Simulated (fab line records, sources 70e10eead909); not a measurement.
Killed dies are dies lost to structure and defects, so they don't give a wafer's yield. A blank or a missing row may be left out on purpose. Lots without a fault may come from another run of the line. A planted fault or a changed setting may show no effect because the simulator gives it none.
fab line records | flow nand_harc
record lots=13 wafers=39 last_day=33
route steps=1302 shown P_BONDPAD@374 A_ZERO_WELL@406 A_SOURCE_PLATE@423 END@1302
lots that met no fault: from a run of the same line without faults
start_h: hours from the record's first day to the start of the lot's first wafer shown | wait_h: hours since the lot's step before | " the same as in the row above | L1.1+2: a row that stands for several wafers | - no value, or no start given | * or withheld: withheld | < > ~ a bound
route shown NAME@n: a module of which the file shows steps, and the number in the route of the first | usual: mean/standard deviation of fault-free wafers | same: alike in all rows | chamber/n: place in a boat | sites: the reading at each site | _std_site: their standard deviation | _edge_site: outer sites' mean less inner sites' | radius_mm: how far each site lies from the wafer's centre | mask NAME#n: copy n | behind: the tool/chamber that last shaped the wafer | hold: why the lot was held/for how many hours/how that ended | device: the transistor (n, p or np) that didn't switch | end of line: the same wafers' tests at the end of the route | a step without rows: its recipe alone | killed: dies lost to structure and defects at the first sort, not the wafer's yield | map: a wafer's dies, x killed, . not, _ none there
set.NAME: the setting as run; set.NAME@STEP: as run at that earlier step | model.NAME: the simulator's own value behind a step, which no gauge read
steps of the route over a sample of lots; a table a step, a row a wafer
services: from which hour (start_h, from the record's first day; less than 0 if before it) a tool's chamber was out of use, for how many hours, and why
## steps
# step NHARC_P_BONDPAD_DEGAS_25
# recipe temp_c=300 time_s=60
# usual heater_power_w=451/49
# columns lot.wafer tool chamber start_h wait_h heater_power_w
L525.3 pvd_sputter-01 - 137.56 - 451
L525.2 " - " " 396
L525.5 " - " " 457
L526.1 pvd_sputter-01 - 145.79 - 467
L526.4 " - " " 392
L526.6 " - " " 455
L527.2 pvd_sputter-02 - 160.91 - 473
L527.4 " - " " 465
L527.5 " - " " 568
L528.2 pvd_sputter-01 - 162.01 - 395
L528.1 " - " " 395
L528.5 " - " " 468
L529.2 pvd_sputter-02 - 178.33 - 573
L529.6 " - " " 452
L529.5 " - " " 462
L534.4 pvd_sputter-03 - 230.07 - 405
L534.1 " - " " 433
L534.6 " - " " 491
L535.1 pvd_sputter-02 - 239.04 - 465
L535.3 " - " " 574
L535.6 " - " " 454
L541.1 pvd_sputter-01 - 297.83 - 456
L541.3 " - " " 402
L541.4 " - " " 389
L542.2 pvd_sputter-02 - 306.58 - 448
L542.6 " - " " 444
L542.5 " - " " 475
L544.2 pvd_sputter-03 - 322.85 - 479
L544.3 " - " " 451
L544.5 " - " " 448
L545.4 pvd_sputter-03 - 336.78 - 366
L545.1 " - " " 402
L545.5 " - " " 441
L547.1 pvd_sputter-01 - 356.57 - 455
L547.6 " - " " 469
L547.5 " - " " 404
L548.4 pvd_sputter-01 - 371.43 - 445
L548.1 " - " " 469
L548.3 " - " " 397
# step NHARC_P_BONDPAD_PRE_CLEAN_26
# recipe time_s=30 temp_c=280 gas=H2/He
# usual heater_power_w=395/44
# columns lot.wafer tool chamber start_h wait_h heater_power_w
L525.3 pvd_sputter-01 - - - 410
L525.2 " - " " 343
L525.5 " - " " 404
L526.4 pvd_sputter-01 - - - 411
L526.1 " - " " 405
L526.6 " - " " 341
L527.4 pvd_sputter-02 - - - 420
L527.2 " - " " 517
L527.5 " - " " 407
L528.2 pvd_sputter-01 - - - 342
L528.1 " - " " 359
L528.5 " - " " 361
L529.2 pvd_sputter-02 - - - 397
L529.5 " - " " 402
L529.6 " - " " 510
L534.1 pvd_sputter-03 - - - 345
L534.4 " - " " 418
L534.6 " - " " 385
L535.3 pvd_sputter-02 - - - 514
L535.1 " - " " 392
L535.6 " - " " 394
L541.4 pvd_sputter-01 - - - 412
L541.3 " - " " 349
L541.1 " - " " 403
L542.2 pvd_sputter-02 - - - 403
L542.5 " - " " 469
L542.6 " - " " 394
L544.2 pvd_sputter-03 - - - 439
L544.3 " - " " 320
L544.5 " - " " 420
L545.4 pvd_sputter-03 - - - 427
L545.1 " - " " 324
L545.5 " - " " 416
L547.1 pvd_sputter-01 - - - 413
L547.5 " - " " 349
L547.6 " - " " 404
L548.4 pvd_sputter-01 - - - 344
L548.1 " - " " 394
L548.3 " - " " 357
# step NHARC_P_BONDPAD_PVD_17
# recipe target_thk_a=50 bias_v=168.6 power_w=15000 chamber_pressure_pa=0.12 time_s=8.06 substrate_temp_c=50 material=TaN
# usual throttle_valve_pct=29.8/0.98
# columns lot.wafer tool chamber start_h wait_h throttle_valve_pct
L525.3 pvd_sputter-01 - - - 30.3
L525.2 " - " " 29.9
L525.5 " - " " 30.3
L526.4 pvd_sputter-01 - - - 30.1
L526.1 " - " " 29.8
L526.6 " - " " 30.1
L527.4 pvd_sputter-02 - - - 30.7
L527.2 " - " " 31.4
L527.5 " - " " 30.4
L528.2 pvd_sputter-01 - - - 30.1
L528.1 " - " " 28.5
L528.5 " - " " 30.2
L529.2 pvd_sputter-02 - - - 31.5
L529.6 " - " " 30.2
L529.5 " - " " 31.4
L534.1 pvd_sputter-03 - - - 29.8
L534.4 " - " " 27.6
L534.6 " - " " 27.4
L535.1 pvd_sputter-02 - - - 30.0
L535.3 " - " " 30.1
L535.6 " - " " 30.2
L541.3 pvd_sputter-01 - - - 29.7
L541.4 " - " " 28.7
L541.1 " - " " 30.8
L542.2 pvd_sputter-02 - - - 30.2
L542.5 " - " " 28.9
L542.6 " - " " 30.1
L544.3 pvd_sputter-03 - - - 27.4
L544.2 " - " " 29.3
L544.5 " - " " 29.8
L545.4 pvd_sputter-03 - - - 27.5
L545.1 " - " " 30.3
L545.5 " - " " 29.5
L547.1 pvd_sputter-01 - - - 29.7
L547.6 " - " " 29.8
L547.5 " - " " 28.4
L548.3 pvd_sputter-01 - - - 30.4
L548.4 " - " " 29.5
L548.1 " - " " 28.6
# step NHARC_A_ZERO_WELL_STRIP_14
# recipe time_s=900 temp_c=130 chemistry=SPM
# columns lot.wafer tool chamber start_h wait_h
L525.5+3+2 wet_bench-04 4,7,0 140.90 -
L526.6+1+4 wet_bench-04 0,1,2 149.20 -
L527.5+2+4 wet_bench-03 7,0,1 164.34 -
L528.1+5+2 wet_bench-04 3,4,6 165.31 -
L529.5+2+6 wet_bench-03 4,5,7 181.78 -
L534.1+4+6 wet_bench-03 7,2,3 233.54 -
L535.1+6+3 wet_bench-06 0,3,5 242.34 -
L541.1+4+3 wet_bench-03 3,5,6 301.34 -
L542.5+2+6 wet_bench-03 6,7,0 310.07 -
L544.3+2+5 wet_bench-04 0,1,4 326.31 -
L545.4+5+1 wet_bench-03 7,1,4 340.22 -
L547.6+1+5 wet_bench-03 7,0,1 360.05 -
L548.4+3+1 wet_bench-03 1,3,6 375.07 -
# step NHARC_A_ZERO_WELL_INSPECT_17
# usual raw_defect_count=11/6.6
# columns lot.wafer tool chamber start_h wait_h raw_defect_count
L525.2 defect_inspect-01 - 141.84 0.1 7
L525.3 " - " " 15
L525.5 " - " " 7
L526.1 defect_inspect-01 - 150.15 0.2 12
L526.4 " - " " 34
L526.6 " - " " 26
L527.2 defect_inspect-02 - 165.29 0.1 13
L527.4 " - " " 9
L527.5 " - " " 7
L528.1 defect_inspect-02 - 166.26 0.2 13
L528.2 " - " " 7
L528.5 " - " " 6
L529.2 defect_inspect-01 - 182.73 0.1 25
L529.5 " - " " 17
L529.6 " - " " 15
L534.1 defect_inspect-01 - 234.51 0.2 14
L534.4 " - " " 336
L534.6 " - " " 11
L535.1 defect_inspect-02 - 243.29 0.2 4
L535.3 " - " " 9
L535.6 " - " " 7
L541.1 defect_inspect-01 - 302.26 0.2 6
L541.3 " - " " 1
L541.4 " - " " 3
L542.2 defect_inspect-02 - 318.25 0.1 9
L542.5 " - " " 11
L542.6 " - " " 15
L544.2 defect_inspect-02 - 327.25 0.1 12
L544.3 " - " " 7
L544.5 " - " " 7
L545.1 defect_inspect-02 - 341.19 0.2 7
L545.4 " - " " 6
L545.5 " - " " 5
L547.1 defect_inspect-01 - 360.99 0.2 19
L547.5 " - " " 27
L547.6 " - " " 12
L548.1 defect_inspect-02 - 376.01 0.2 8
L548.3 " - " " 8
L548.4 " - " " 7
# step NHARC_A_SOURCE_PLATE_INSPECT_08
# usual raw_defect_count=62/25
# columns lot.wafer tool chamber start_h wait_h raw_defect_count
L525.2 defect_inspect-01 - 164.92 0.0 61
L525.3 " - " " 56
L525.5 " - " " 103
L526.1 defect_inspect-01 - 170.51 0.0 50
L526.4 " - " " 70
L526.6 " - " " 64
L528.1 defect_inspect-01 - 185.12 0.0 40
L528.2 " - " " 33
L528.5 " - " " 34
L527.2 defect_inspect-02 - 185.12 0.0 42
L527.4 " - " " 53
L527.5 " - " " 69
L529.2 defect_inspect-02 - 203.63 0.0 77
L529.5 " - " " 79
L529.6 " - " " 38
L534.1 defect_inspect-02 - 254.39 0.0 59
L534.4 " - " " 393
L534.6 " - " " 71
L535.1 defect_inspect-01 - 263.05 0.0 81
L535.3 " - " " 72
L535.6 " - " " 57
L541.1 defect_inspect-02 - 322.99 0.0 38
L541.3 " - " " 71
L541.4 " - " " 69
L542.2 defect_inspect-01 - 342.76 0.0 78
L542.5 " - " " 50
L542.6 " - " " 75
L544.2 defect_inspect-01 - 346.42 0.0 77
L544.3 " - " " 44
L544.5 " - " " 93
L545.1 defect_inspect-02 - 361.05 0.0 167
L545.4 " - " " 64
L545.5 " - " " 67
L547.1 defect_inspect-02 - 381.48 0.0 36
L547.5 " - " " 54
L547.6 " - " " 46
L548.1 defect_inspect-02 - 397.84 0.0 58
L548.3 " - " " 67
L548.4 " - " " 43
# step NHARC_END_SORT_01
# recipe temp_c=25
# usual killed_at_array=58/17 killed_at_other=1.0/1.4 killed_at_periphery=3.6/2.4 killed_dies=62/17 killed_open=3.4/2 killed_short=2.2/1.6
# same gross_dies=677
# columns lot.wafer tool chamber start_h wait_h killed_at_array killed_at_other killed_at_periphery killed_dies killed_open killed_short
L534.1 prober-02 0 657.37 2.5 44 0 2 46 3 1
L534.4 prober-02 0 659.75 3.4 117 0 2 119 4 0
L534.6 prober-02 0 661.34 4.0 33 0 1 34 0 1
# killed by level:class
L534.1 A_CHANNEL_HOLE_D2:chamber_film_flake=22 A_CHANNEL_HOLE_D1:chamber_film_flake=9 A_STAIRCASE:chamber_film_flake=5 A_ZERO_WELL:chamber_film_flake=2 P_STI:chamber_film_flake=1 A_CHANNEL_HOLE_D1:geometric_particle:short=1 A_CHANNEL_FILL_D1:geometric_particle:open=1 A_SGD_CUT:geometric_particle:open=1
L534.4 A_ZERO_WELL:unspecified=75 A_CHANNEL_HOLE_D2:chamber_film_flake=19 A_CHANNEL_HOLE_D1:chamber_film_flake=9 A_ZERO_WELL:chamber_film_flake=4 A_STAIRCASE:chamber_film_flake=3 A_CONTACT:chamber_film_flake=3 P_CONTACT:geometric_particle:open=2 A_DECK1_JOINT:geometric_particle:open=1
L534.6 A_CHANNEL_HOLE_D2:chamber_film_flake=12 A_CHANNEL_HOLE_D1:chamber_film_flake=10 A_ZERO_WELL:chamber_film_flake=2 A_WL_FILL:chamber_film_flake=2 A_CONTACT:chamber_film_flake=2 A_WL_FILL:geometric_particle:short=1 P_BONDPAD:chamber_film_flake=1 A_CHANNEL_FILL_D1:chamber_film_flake=1
## services
# columns tool chamber start_h hours kind
wet_bench-06 - 193.60 8.0 pm
wet_bench-03 - 210.44 8.0 pm
wet_bench-03 0 218.44 - consumable_replace:bath
wet_bench-03 0 218.44 - consumable_replace:filter
wet_bench-03 1 218.44 - consumable_replace:bath
wet_bench-03 1 218.44 - consumable_replace:filter
wet_bench-03 2 218.44 - consumable_replace:bath
wet_bench-03 2 218.44 - consumable_replace:filter
wet_bench-03 3 218.44 - consumable_replace:bath
wet_bench-03 3 218.44 - consumable_replace:filter
wet_bench-03 4 218.44 - consumable_replace:bath
wet_bench-03 4 218.44 - consumable_replace:filter
wet_bench-03 5 218.44 - consumable_replace:bath
wet_bench-03 5 218.44 - consumable_replace:filter
wet_bench-03 6 218.44 - consumable_replace:bath
pvd_sputter-01 - 226.00 10.0 pm
wet_bench-04 - 227.20 8.0 pm
pvd_sputter-03 - 243.47 7.9 repair
pvd_sputter-02 - 255.59 0.8 repair
pvd_sputter-03 - 273.04 1.0 repair
pvd_sputter-02 - 282.00 10.0 pm
pvd_sputter-01 - 311.78 1.0 repair
pvd_sputter-01 - 314.71 3.5 repair
wet_bench-06 - 369.60 8.0 pm
## key
first_sign step=NHARC_A_ZERO_WELL_INSPECT_17 reading=raw_defect_count direction=up sigmas=49 usual=11 struck=336
effect step=NHARC_A_SOURCE_PLATE_INSPECT_08 reading=raw_defect_count direction=up sigmas=13 usual=62 struck=393
effect step=NHARC_END_SORT_01 reading=killed_at_array direction=up sigmas=3.5 usual=58 struck=117
more_kills_born_at NHARC_A_ZERO_WELL_STRIP_14@wet_bench-03=75
met_at NHARC_A_ZERO_WELL_STRIP_14
struck_lots L534
struck_wafers L534.4
tester_left_out L534
not_acting_at NHARC_P_BONDPAD_DEGAS_25,NHARC_P_BONDPAD_PRE_CLEAN_26,NHARC_P_BONDPAD_PVD_17
fault kind=chamber_particle_source tool=wet_bench-03 chamber=2 onset_h=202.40 steps=NHARC_A_ZERO_WELL_STRIP_14 rate_per_visit_cm2=0.51442 end_h=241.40
# tester_left_out: of these lots the tester's yield and bins aren't shown, on N5 and GAA mostly nor the transistor test; their killed dies are dies lost to structure and defects alone, not to doping, threshold or leakage, so they don't give the yield
